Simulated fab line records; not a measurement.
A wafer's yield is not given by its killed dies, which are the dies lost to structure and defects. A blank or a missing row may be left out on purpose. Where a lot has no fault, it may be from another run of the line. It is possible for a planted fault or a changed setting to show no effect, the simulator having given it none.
A lot that was struck, set against a sound lot    flow n5Finfet    40 steps out of a route of 1938
Sound: these wafers, L793.1, L793.4, L793.6. Struck: wafer L796.2. (L796.3, L796.5 of the same lot were not struck and are left out.) The cause comes at the end.
For every step that has rows: the tool of each side, followed by ch and its chambers, followed by its first start. Under that, the readings that differ: sound wafers    struck wafers    difference of the means    sigmas: that difference in standard deviations of wafers without a fault.
alike: words and numbers the same on both sides, and readings whose means are apart by under 2 such deviations; not compared: readings that were withheld, readings missing a value for some wafer, numbers with overlapping values and no deviation given by the record, and bounds like >300 which may hide the same value.
The two part at a step that has a row with sigmas, a row that says differs or no value, or rows on one side only. Numbers that have no deviation but don't overlap get no sigmas and don't part them. A reading missing from all wafers of one side parts the sides only when that side holds two or more wafers.

first, 11 steps without rows for these wafers: N5_BEOL_M0_SAQP_SPACER1_ETCHBACK_99 (etches SiO2 in CHF3/O2, target depth 15.4 nm, time 7.7 s); N5_BEOL_M0_SAQP_MANDREL1_REMOVE_100 (chemistry HBr/Cl2/O2, target a-Si, stops on SiNx, bt time 10 s); N5_BEOL_M0_SAQP_ETCH_101 (etches SiNx in CH3F/O2, target depth 29.9 nm, time 42.7 s); N5_BEOL_M0_SAQP_ETCH_102 (etches SiO2 in CF4, target depth 4 nm, time 4.4 s); N5_BEOL_M0_SAQP_MANDREL_ETCH_103 (etches a-Si in HBr/Cl2, stops on SiCN, target depth 45 nm, bt time 10 s, time 27 s); N5_BEOL_M0_SAQP_RECESS_104 (chemistry HF/NH3, target SiO2, target depth 18 nm, afs cycles 3, sublimation time 60 s); N5_BEOL_M0_SAQP_COAT_105 (time 60 s, resist thk 100 nm); N5_BEOL_M0_SAQP_ETCH_106 (etches SOC in N2/H2, stops on SiNx, target depth 150 nm); N5_BEOL_M0_SAQP_ETCH_107 (etches SiNx in CH3F/O2, target depth 30 nm); N5_BEOL_M0_SAQP_STRIP_108 (strips in N2/H2); N5_BEOL_M0_SAQP_RECESS_109 (chemistry HF/NH3, target SiO2, target depth 3 nm, afs cycles 1, sublimation time 60 s).
N5_BEOL_M0_SAQP_SPACER2_ALD_26: deposits SiO2, target thk 15 nm, pulse time 1 s, purge time 2 s.
  sound on aldSin-04 ch 0,1,3, day 7 00:37; struck on aldSin-04 ch 0, day 7 21:02
reading                                               sound       struck  difference  sigmas
model.SiO2_of_BEOL_M0_SAQP_SPACER2_ALD_26.thkNm (nm)  15 14.8 15  28.6    +13.7       
  alike: heaterPowerW, precursorPulseHeightRel
then, 1 step without rows for these wafers: N5_BEOL_M0_SAQP_SPACER2_ETCHBACK_27 (etches SiO2 in CHF3/O2, target depth 22.5 nm, time 11.25 s).
N5_BEOL_M0_SAQP_MANDREL2_REMOVE_110: chemistry HBr/Cl2/O2, target a-Si, stops on SiCN, bt time 10 s.
  sound on rieSi-01 ch 0,1,2, day 7 01:15; struck on rieSi-06 ch 1, day 7 21:43
reading                                               sound           struck  difference  sigmas
model.SiO2_of_BEOL_M0_SAQP_SPACER2_ALD_26.thkNm (nm)  10.6 10.4 10.6  24.2    +13.7       
model.BEOL_M0_SAQP.cdNm (nm)                          14.8 14.8 15    28.4    +13.5       
  alike: HBr_flow_sccm, drypumpMotorCurrentA, heBacksideLeakSccm, oesProductAu, throttleValvePct
  not compared: rfHoursCounterH
N5_BEOL_M0_SAQP_CD_MEAS_29 targets a cd of 14.4 nm.
  sound on cdSem-03 ch 0, day 7 01:22; struck on cdSem-01 ch 0, day 7 21:49
reading    sound              struck  difference  sigmas
cdNm (nm)  14.73 14.84 14.63  28.43   +13.70      +62
then, 23 steps without rows for these wafers: N5_BEOL_M0_SAQP_COAT_69 (time 60 s, resist thk 90 nm); N5_BEOL_M0_SAQP_COAT_72 (time 60 s, resist thk 15 nm); N5_BEOL_M0_SAQP_COAT_87 (time 60 s, resist thk 5 nm); N5_BEOL_M0_SAQP_COAT_34 (resist thk 30 nm); N5_BEOL_M0_SAQP_EBR_36; N5_BEOL_M0_SAQP_SOFTBAKE_35 (time 60 s); N5_BEOL_M0_SAQP_EXPOSE_37 (exposes mask M0 CUT1, target cd 30 nm); N5_BEOL_M0_SAQP_PEB_38 (peb time 60 s); N5_BEOL_M0_SAQP_DEVELOP_39 (develop time 30 s); N5_BEOL_M0_SAQP_DESCUM_45 (chemistry O2, time 7 s); N5_BEOL_M0_SAQP_ETCH_88 (etches underlayer in N2/H2, target depth 6.5 nm, time 5.2 s); N5_BEOL_M0_SAQP_ETCH_73 (etches SiARC in CF4, target depth 19.5 nm, time 32.5 s); N5_BEOL_M0_SAQP_CUT_ETCH_46 (etches SOC in N2/H2, target depth 135 nm, overetch 27 nm, time 202.5 s); N5_BEOL_M0_SAQP_STRIP_74 (strips in N2/H2); N5_BEOL_M0_SAQP_STRIP_89 (strips in N2/H2); N5_BEOL_M0_SAQP_ALD_48 (deposits SiO2, target thk 20 nm, pulse time 1 s, co reactant pulse time 1 s); N5_BEOL_M0_SAQP_ETCH_49 (etches SiO2 in CF4/O2, target depth 37 nm); N5_BEOL_M0_SAQP_STRIP_75 (strips in CF4); N5_BEOL_M0_CUTY_COAT_50 (time 60 s, resist thk 15 nm); N5_BEOL_M0_CUTY_COAT_51 (resist thk 150 nm); N5_BEOL_M0_CUTY_EBR_52; N5_BEOL_M0_CUTY_SOFTBAKE_53 (time 60 s); N5_BEOL_M0_CUTY_EXPOSE_54 (exposes mask M0 ABLK).
N5_BEOL_M4_RC_MEAS_101:
  the record has rows for the sound wafers here (prober-01 ch 0, day 9 02:30) and none for the struck ones
-- record jumps: 6 days separate the struck wafers' starts on either side; left off in module BEOL_M4, taken up again in module PASSIVATION, whose first shown step is the route's number 1936 --
N5_PASSIVATION_PROBE_49:
  record: rows for the struck wafers here (prober-02, day 14 03:46), none for the sound ones

== WHERE THEY PART ==
First at N5_BEOL_M0_SAQP_CD_MEAS_29; last, within this record, at N5_PASSIVATION_PROBE_49.

WHY: what the simulator had put in
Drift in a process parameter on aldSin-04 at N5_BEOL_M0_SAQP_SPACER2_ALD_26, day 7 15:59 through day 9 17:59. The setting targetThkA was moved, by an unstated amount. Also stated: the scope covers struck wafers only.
